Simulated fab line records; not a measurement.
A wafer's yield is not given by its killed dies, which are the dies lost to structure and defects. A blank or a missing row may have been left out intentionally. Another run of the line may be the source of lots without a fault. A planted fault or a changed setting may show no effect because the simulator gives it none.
A lot that was struck, set against a sound lot | flow nand-harc | 25 steps out of a route of 1302
Sound: these wafers, L645.1, L645.4, L645.5. Struck: wafers L652.1, L652.3, L652.4. The cause is named last.
Each step with rows lists, per side, the tool, then ch with its chambers, then its first start. Under that, the readings that differ: sound wafers | struck wafers | difference of the means | sigmas: that difference in standard deviations of wafers without a fault.
alike: words and numbers the same on both sides, and readings whose means are apart by under 2 such deviations; not compared: readings that were withheld, readings missing a value for some wafer, numbers with overlapping values and no deviation given by the record, and bounds like >300 which may hide the same value.
A row with sigmas, a row that says differs or no value, or rows on one side alone: a step with any of these is where the two part. Numbers that don't overlap but have no deviation are shown without sigmas and don't part them. A reading missing from all wafers of one side parts the sides only when that side holds two or more wafers.

NHARC_P_CONTACT_DEP_30: deposits SiNx, target thk 30 nm.
  sound on pecvd-01 ch 0,1, day 7 00:23; struck on pecvd-03 ch 0,1,2, day 9 12:46
  reading            | sound       | struck      | difference | sigmas
  heater-power-w (W) | 782 813 869 | 721 610 646 | -162       | -2
  alike: heater-power-outer-w
NHARC_P_CONTACT_DEP_00: deposits SiO2, target thk 500 nm.
  sound on pecvd-01 ch 0,1; struck on pecvd-03 ch 0,1,2
  alike: heater-power-outer-w, heater-power-w, throttle-valve-pct
NHARC_P_CONTACT_CMP_01: polishes SiO2, target thk 200 nm.
  sound on cmp-04 ch 0,1, day 7 01:02; struck on cmp-02 ch 0,2,3, day 9 13:26
  alike: motor-current-A
  not compared: pad-life-wafers
then, 8 steps without rows for these wafers: NHARC_P_CONTACT_SRD_03; NHARC_P_CONTACT_DEHYDRATE_04 (time 120 s); NHARC_P_CONTACT_HMDS_05 (time 30 s); NHARC_P_CONTACT_COAT_33 (time 75 s); NHARC_P_CONTACT_COAT_34 (time 65 s); NHARC_P_CONTACT_COAT_06 (resist thk 90 nm); NHARC_P_CONTACT_SOFTBAKE_07 (time 55 s); NHARC_P_CONTACT_EBR_08.
NHARC_P_CONTACT_EXPOSE_09: exposes mask P CA, target cd 90 nm.
  sound on arfi-scanner-03 ch 0, day 7 01:43; struck on arfi-scanner-03 ch 0, day 9 14:07
  reading | sound                | struck                        | difference | sigmas
  mask    | P_CA#0 P_CA#0 P_CA#0 | P_CA_R1#0 P_CA_R1#0 P_CA_R1#0 | differs    |
then, 2 steps without rows for these wafers: NHARC_P_CONTACT_PEB_10 (peb time 65 s); NHARC_P_CONTACT_DEVELOP_11 (develop time 35 s).
NHARC_P_CONTACT_CD_MEAS_12: target cd 90 nm.
  sound on cd-sem-01 ch 0, day 7 01:51; struck on cd-sem-02 ch 0, day 9 14:16
  reading    | sound          | struck         | difference | sigmas
  cd-nm (nm) | 91.0 90.4 90.5 | 99.0 97.9 98.9 | +8.0       | +12
NHARC_P_CONTACT_OVL_MEAS_13:
  sound on overlay-01, day 7 01:56; struck on overlay-02, day 9 14:21
  alike: overlay-x-nm, overlay-y-nm
NHARC_P_CONTACT_INSPECT_14:
  sound on defect-inspect-02, day 7 01:58; struck on defect-inspect-02, day 9 14:23
  alike: raw-defect-count
NHARC_P_CONTACT_DESCUM_17: chemistry O2, time 3 s.
  sound on rie-diel-08 ch 0,1,3, day 7 02:02; struck on rie-diel-08 ch 1,2,3, day 9 14:27
  reading                    | sound             | struck            | difference | sigmas
  model.P_CONTACT.cd-nm (nm) | 90.43 90.75 90.17 | 99.58 97.97 98.81 | +8.34      |
  alike: drypump-motor-current-A, oes-product-au, rf-vpp-V, showerhead-plenum-p-Torr, throttle-valve-pct
  not compared: rf-hours-counter-h
NHARC_P_CONTACT_ETCH_35: etches the open film in CF4, target depth 39 nm, time 65 s.
  sound on rie-diel-08 ch 0,1,2, day 7 02:08; struck on rie-diel-08 ch 1,2,3, day 9 14:32
  alike: drypump-motor-current-A, oes-product-au, rf-vpp-V, showerhead-plenum-p-Torr, throttle-valve-pct
  not compared: rf-hours-counter-h
then, 1 step without rows for these wafers: NHARC_P_CONTACT_ETCH_36 (etches the open film in N2/H2, target depth 260 nm, time 406.25 s).
NHARC_P_CONTACT_ETCH_18: etches the open film in C4F8/O2/Ar, target depth 481 nm, time 240.5 s.
  sound on rie-diel-08 ch 0,1,2; struck on rie-diel-08 ch 0,1,2
  reading               | sound             | struck            | difference | sigmas
  oes-product-au (a.u.) | 0.923 0.935 0.928 | 0.962 0.967 0.960 | +0.034     | +3
  alike: rf-vpp-V
  not compared: rf-hours-counter-h
then, 1 step without rows for these wafers: NHARC_P_CONTACT_STRIP_37 (strips in C4F8/O2/Ar).
NHARC_P_CONTACT_ETCH_31: etches the open film in CH3F/O2, target depth 30 nm, time 85.7 s.
  sound on rie-diel-08 ch 0,1,3; struck on rie-diel-08 ch 0,1,2
  reading                    | sound             | struck            | difference | sigmas
  model.P_CONTACT.cd-nm (nm) | 90.43 89.73 90.33 | 98.73 97.42 100.8 | +8.82      |
  alike: drypump-motor-current-A, oes-product-au, rf-vpp-V, showerhead-plenum-p-Torr, throttle-valve-pct
  not compared: rf-hours-counter-h
NHARC_P_CONTACT_CD_MEAS_19:
  sound on cd-sem-01, day 7 02:55; struck on cd-sem-02, day 9 15:19
  reading    | sound          | struck          | difference | sigmas
  cd-nm (nm) | 90.4 89.7 90.4 | 98.3 97.6 100.4 | +8.6       | +5
-- record jumps: 19 days between struck wafers' starts before vs after; left off in module P_CONTACT, resumes in module END, first step shown is number 1302 of the route --
NHARC_END_SORT_01:
  only the struck wafers appear in the record here, on prober-02 ch 0 at day 28 07:38; the sound ones have no rows

WHERE THEY PART
Last at NHARC_END_SORT_01 as far as this record goes, first at NHARC_P_CONTACT_DEP_30.

WHY: the cause the simulator had injected
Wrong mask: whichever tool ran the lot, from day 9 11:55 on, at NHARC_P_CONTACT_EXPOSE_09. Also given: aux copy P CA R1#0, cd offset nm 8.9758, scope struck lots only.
